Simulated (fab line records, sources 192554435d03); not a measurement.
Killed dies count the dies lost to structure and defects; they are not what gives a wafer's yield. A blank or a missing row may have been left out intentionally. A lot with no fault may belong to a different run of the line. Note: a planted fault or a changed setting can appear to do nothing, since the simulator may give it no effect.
Chamber matching || flow n5_finfet || rie_diel-02 running N5_BEOL_M5_STRIP_36: 4 sister chambers
The step strips in N2/H2. 4 wafers are shown with their chamber, then 7 later ones without.

EACH WAFER AND ITS CHAMBER
{"wafer": "L081.1", "chamber": 0, "showerhead_plenum_p_Torr (Torr)": 2.43}
{"wafer": "L083.5", "chamber": 1, "showerhead_plenum_p_Torr (Torr)": 2.52}
{"wafer": "L084.1", "chamber": 2, "showerhead_plenum_p_Torr (Torr)": 2.42}
{"wafer": "L084.3", "chamber": 3, "showerhead_plenum_p_Torr (Torr)": 2.67}

WAFERS WITH NO CHAMBER GIVEN
{"wafer": "L084.5", "showerhead_plenum_p_Torr (Torr)": 2.42}
{"wafer": "L089.1", "showerhead_plenum_p_Torr (Torr)": 2.67}
{"wafer": "L089.2", "showerhead_plenum_p_Torr (Torr)": 2.42}
{"wafer": "L089.5", "showerhead_plenum_p_Torr (Torr)": 2.42}
{"wafer": "L094.1", "showerhead_plenum_p_Torr (Torr)": 2.66}
{"wafer": "L094.3", "showerhead_plenum_p_Torr (Torr)": 2.51}
{"wafer": "L094.4", "showerhead_plenum_p_Torr (Torr)": 2.51}

WHICH CHAMBER EACH WENT THROUGH
{"wafer": "L084.5", "from the rows above": "can't be placed: 2 or 0", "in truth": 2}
{"wafer": "L089.1", "from the rows above": 3, "in truth": 3}
{"wafer": "L089.2", "from the rows above": "can't be placed: 2 or 0", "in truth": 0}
{"wafer": "L089.5", "from the rows above": "can't be placed: 2 or 0", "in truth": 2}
{"wafer": "L094.1", "from the rows above": 3, "in truth": 3}
{"wafer": "L094.3", "from the rows above": 1, "in truth": 1}
{"wafer": "L094.4", "from the rows above": 1, "in truth": 1}
Correctly placed: 4 of 7. Unplaceable from these rows: 3, with the true chamber sitting among the candidates in 3. Wrongly placed: 0.
How it was worked out, from the rows above alone: a wafer's distance from a chamber is the root of the sum, over the readings, of the square of ((its reading less the chamber's mean) divided by the reading's scatter). If the next closest chamber is less than 2 further off than the closest, the wafer can't be placed; otherwise it belongs to the closest. Each chamber's mean is taken over the wafers shown for it. The scatter (one wafer shown for each chamber): square how far every hidden wafer sits from the nearest shown wafer, average those squares and take the square root.
